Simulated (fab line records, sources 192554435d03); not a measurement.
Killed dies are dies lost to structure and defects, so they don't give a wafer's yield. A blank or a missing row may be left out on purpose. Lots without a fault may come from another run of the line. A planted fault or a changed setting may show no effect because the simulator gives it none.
Split-lot experiment | flow n5_finfet | 7 lots, 39 wafers read, on a route of 1938 steps

THE SPLIT
At N5_BEOL_M14_ILD_DEP_00 (deposits SiO2 from TEOS/O2, target thk 1119.3 nm, time 237.4 s), the setting target_thk_a was moved away from the recipe's 11193 angstrom on 18 of the 39 wafers read, by +41.6% to +58.8%. The other wafers ran this setting at the recipe's value.

The file shows no step between the split and the reading.

THE READING
M14_ILD_THK, in nm, at N5_BEOL_M14_THK_MEAS_01. Fault-free wafers of this fab line usually give 1120 nm, standard deviation 15 nm.

wafer  | tool, chamber at the split | target_thk_a as run, angstrom | against the recipe | M14_ILD_THK, nm | against lot-mates on the recipe
L076.1 | pecvd-02, 0                | 11193                         | recipe             | 1106            | -
L076.2 | pecvd-02, 1                | 17240                         | +54.0%             | 1712            | +597
L076.3 | pecvd-02, 2                | 17240                         | +54.0%             | 1690            | +575
L076.4 | pecvd-02, 0                | 11193                         | recipe             | 1116            | -
L076.5 | pecvd-02, 2                | 17240                         | +54.0%             | 1722            | +607
L076.6 | pecvd-02, 1                | 11193                         | recipe             | 1122            | -
L081.1 | pecvd-04, 0                | 11193                         | recipe             | 1101            | -
L081.2 | pecvd-04, 2                | 11193                         | recipe             | 1129            | -
L081.3 | pecvd-04, 1                | 17430                         | +55.7%             | 1753            | +636
L081.4 | pecvd-04, 0                | 11193                         | recipe             | 1120            | -
L081.5 | pecvd-04, 2                | 17430                         | +55.7%             | 1768            | +651
L081.6 | pecvd-04, 1                | 17430                         | +55.7%             | 1759            | +642
L082.3 | pecvd-02, 1                | 11193                         | recipe             | 1121            | -
L082.4 | pecvd-02, 0                | 11193                         | recipe             | 1142            | -
L082.5 | pecvd-02, 2                | 11193                         | recipe             | 1144            | -
L083.1 | pecvd-01, 2                | 11193                         | recipe             | 1107            | -
L083.2 | pecvd-01, 0                | 11193                         | recipe             | 1122            | -
L083.3 | pecvd-01, 1                | 11193                         | recipe             | 1137            | -
L083.4 | pecvd-01, 0                | 17600                         | +57.2%             | 1800            | +678
L083.5 | pecvd-01, 2                | 17600                         | +57.2%             | 1796            | +674
L083.6 | pecvd-01, 1                | 17600                         | +57.2%             | 1803            | +681
L084.1 | pecvd-04, 1                | 16270                         | +45.4%             | 1621            | +511
L084.2 | pecvd-04, 2                | 16270                         | +45.4%             | 1622            | +512
L084.3 | pecvd-04, 0                | 11193                         | recipe             | 1094            | -
L084.4 | pecvd-04, 0                | 11193                         | recipe             | 1109            | -
L084.5 | pecvd-04, 2                | 11193                         | recipe             | 1128            | -
L084.6 | pecvd-04, 1                | 16270                         | +45.4%             | 1631            | +521
L091.1 | pecvd-01, 0                | 11193                         | recipe             | 1117            | -
L091.2 | pecvd-01, 1                | 17770                         | +58.8%             | 1793            | +668
L091.3 | pecvd-01, 2                | 17770                         | +58.8%             | 1777            | +652
L091.4 | pecvd-01, 1                | 17770                         | +58.8%             | 1808            | +683
L091.5 | pecvd-01, 0                | 11193                         | recipe             | 1134            | -
L091.6 | pecvd-01, 2                | 11193                         | recipe             | 1125            | -
L090.1 | pecvd-02, 1                | 11193                         | recipe             | 1119            | -
L090.2 | pecvd-02, 0                | 11193                         | recipe             | 1098            | -
L090.3 | pecvd-02, 2                | 15850                         | +41.6%             | 1577            | +461
L090.4 | pecvd-02, 0                | 15850                         | +41.6%             | 1582            | +466
L090.5 | pecvd-02, 1                | 15850                         | +41.6%             | 1605            | +489
L090.6 | pecvd-02, 2                | 11193                         | recipe             | 1132            | -

THE FIT
A straight line over all 39 wafers: M14_ILD_THK changes by +11.4 nm for each +1% of target_thk_a; r = +1.00; the points scatter about the line by 17 nm.
The same after taking each lot's own level away (the mean of its wafers on the recipe; 39 wafers): +11.4 nm for each +1%; r = +1.00; scatter 15 nm.
On that fit, the largest move of target_thk_a shifts the reading by 6.7e+02 nm.
The lots' own levels span 1110.3 to 1135.7 nm, that is 1.7 times the standard deviation above.
So the lot-to-lot level changes the slope little: the two slopes agree.
Check: with one of the wafers moved furthest among these (+58.8%) left out of the fit, the line predicts +671 nm for it against its lot-mates. It came out at +668 nm against them.

THE WHOLE CHAIN: every reading that the file lists as answering this split, in the file's order
step                    | what it does                                                   | reading                                                                             | change (the file's fit)              | r (the file's)
N5_BEOL_M14_ILD_DEP_00  | deposits SiO2 from TEOS/O2, target thk 1119.3 nm, time 237.4 s | SiO2_of_BEOL_M14_ILD_DEP_00.thk_nm (the simulator's own value, which no gauge read) | +11.4 nm for each +1% of the setting | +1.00
N5_BEOL_M14_THK_MEAS_01 |                                                                | M14_ILD_THK                                                                         | +11.4 for each +1% of the setting    | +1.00
N5_BEOL_M14_VIA_ETCH_16 | etches SiO2 in C4F8/O2/Ar, target depth 1231.3 nm              | etch.depth_nm (the simulator's own value, which no gauge read)                      | +11.4 nm for each +1% of the setting | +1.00
N5_BEOL_M14_VIA_ETCH_16 | etches SiO2 in C4F8/O2/Ar, target depth 1231.3 nm              | coat_of_BEOL_M14_COAT_04.thk_nm (the simulator's own value, which no gauge read)    | -2.73 nm for each +1% of the setting | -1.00

THE FILE'S OWN FIT
M14_ILD_THK changes by +11.4 nm for each +1% of target_thk_a, r = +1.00.
